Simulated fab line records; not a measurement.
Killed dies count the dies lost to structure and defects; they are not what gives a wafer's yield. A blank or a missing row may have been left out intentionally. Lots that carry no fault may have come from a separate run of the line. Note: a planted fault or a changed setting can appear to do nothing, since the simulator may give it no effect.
Split-lot trial + flow n5_finfet + route with 1938 steps; 7 lots, 21 wafers read

== THE SPLIT ==
At N5_BEOL_M1_ETCH_70 (etches SOC in N2/H2, target depth 80 nm, overetch 16 nm, time 120 s), the setting source_w was moved away from the recipe's 840 W on 10 of the 21 wafers read, by -16.8% to +12.4%. This setting was run at the recipe's value on the other wafers.

The reading is taken at the split's own step.

== THE READING ==
rf_vpp_V, in V, at N5_BEOL_M1_ETCH_70 (etches SOC in N2/H2, target depth 80 nm, overetch 16 nm, time 120 s). On this fab line, fault-free wafers typically give 524.0 V with a standard deviation of 2.1 V.

| wafer  | tool, chamber at the split | source_w as run, W | against the recipe | rf_vpp_V, V | against lot-mates on the recipe |
|--------|----------------------------|--------------------|--------------------|-------------|---------------------------------|
| L078.1 | rie_diel-03, 2             | 785.7              | -6.5%              | 535.5       | +10.3                           |
| L078.2 | rie_diel-03, 1             | 785.7              | -6.5%              | 534.0       | +8.8                            |
| L078.4 | rie_diel-03, 3             | 840                | recipe             | 525.2       | -                               |
| L082.1 | rie_diel-03, 3             | 755.5              | -10.1%             | 545.3       | +23.1                           |
| L082.2 | rie_diel-03, 1             | 840                | recipe             | 522.5       | -                               |
| L082.5 | rie_diel-03, 1             | 840                | recipe             | 521.9       | -                               |
| L084.2 | rie_diel-03, 2             | 840                | recipe             | 525.6       | -                               |
| L084.3 | rie_diel-03, 1             | 699.2              | -16.8%             | 555.7       | +31.5                           |
| L084.6 | rie_diel-03, 1             | 840                | recipe             | 522.7       | -                               |
| L089.2 | rie_diel-06, 3             | 792.8              | -5.6%              | 532.8       | +9.4                            |
| L089.4 | rie_diel-06, 2             | 840                | recipe             | 523.6       | -                               |
| L089.6 | rie_diel-06, 3             | 840                | recipe             | 523.2       | -                               |
| L091.3 | rie_diel-06, 3             | 937.2              | +11.6%             | 502.8       | -22.4                           |
| L091.5 | rie_diel-06, 1             | 840                | recipe             | 525.2       | -                               |
| L091.6 | rie_diel-06, 0             | 937.2              | +11.6%             | 507.6       | -17.6                           |
| L094.1 | rie_diel-06, 1             | 840                | recipe             | 526.6       | -                               |
| L094.4 | rie_diel-06, 0             | 840                | recipe             | 527.9       | -                               |
| L094.5 | rie_diel-06, 3             | 840                | recipe             | 523.4       | -                               |
| L095.3 | rie_diel-03, 3             | 944.1              | +12.4%             | 507.2       | no lot-mate on the recipe       |
| L095.4 | rie_diel-03, 2             | 944.1              | +12.4%             | 504.9       | no lot-mate on the recipe       |
| L095.5 | rie_diel-03, 3             | 944.1              | +12.4%             | 507.5       | no lot-mate on the recipe       |

FIT RESULTS
A straight line over all 21 wafers: rf_vpp_V changes by -1.66 V for each +1% of source_w; r = -0.99; the points scatter about the line by 2.3 V.
The same after taking each lot's own level away (the mean of its wafers on the recipe; 18 wafers): -1.83 V for each +1%; r = -0.99; scatter 2 V.
According to that fit, moving source_w by its largest amount changes the reading by 31 V.
From 522.20 to 525.97 V: that is the span of the lots' own levels, equal to 1.8 times the standard deviation above.
The two slopes agree, so the slope changes little with the lot-to-lot level.
Check: with one of the wafers moved furthest among these (-16.8%) left out of the fit, the line predicts +30.3 V for it against its lot-mates. Against them it came out at +31.5 V.
Tool readings at the split's step, against how far the setting was moved: rf_vpp_V r = -0.99.

== OTHER SPLITS APPLIED TO THESE WAFERS ==
Other splits were also applied to these wafers ahead of the reading. Each is held against what the fit with the lots' levels taken away leaves over:
| other split on the same wafers    | wafers away from the commonest value | r with rf_vpp_V (lot level and that fit taken away) |
|-----------------------------------|--------------------------------------|-----------------------------------------------------|
| N5_BEOL_M0_SAQP_EXPOSE_37 dose_mj | 6                                    | +0.33                                               |
| N5_BEOL_M0_SAQP_ALD_48 ald_cycles | 6                                    | +0.05                                               |
| N5_BEOL_M1_ILD_DEP_00 time_s      | 3                                    | +0.10                                               |
| N5_BEOL_M1_COAT_05 spin_rpm       | 7                                    | -0.25                                               |

== THE FILE'S OWN FIT ==
rf_vpp_V changes by -1.88 V for each +1% of source_w, r = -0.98.
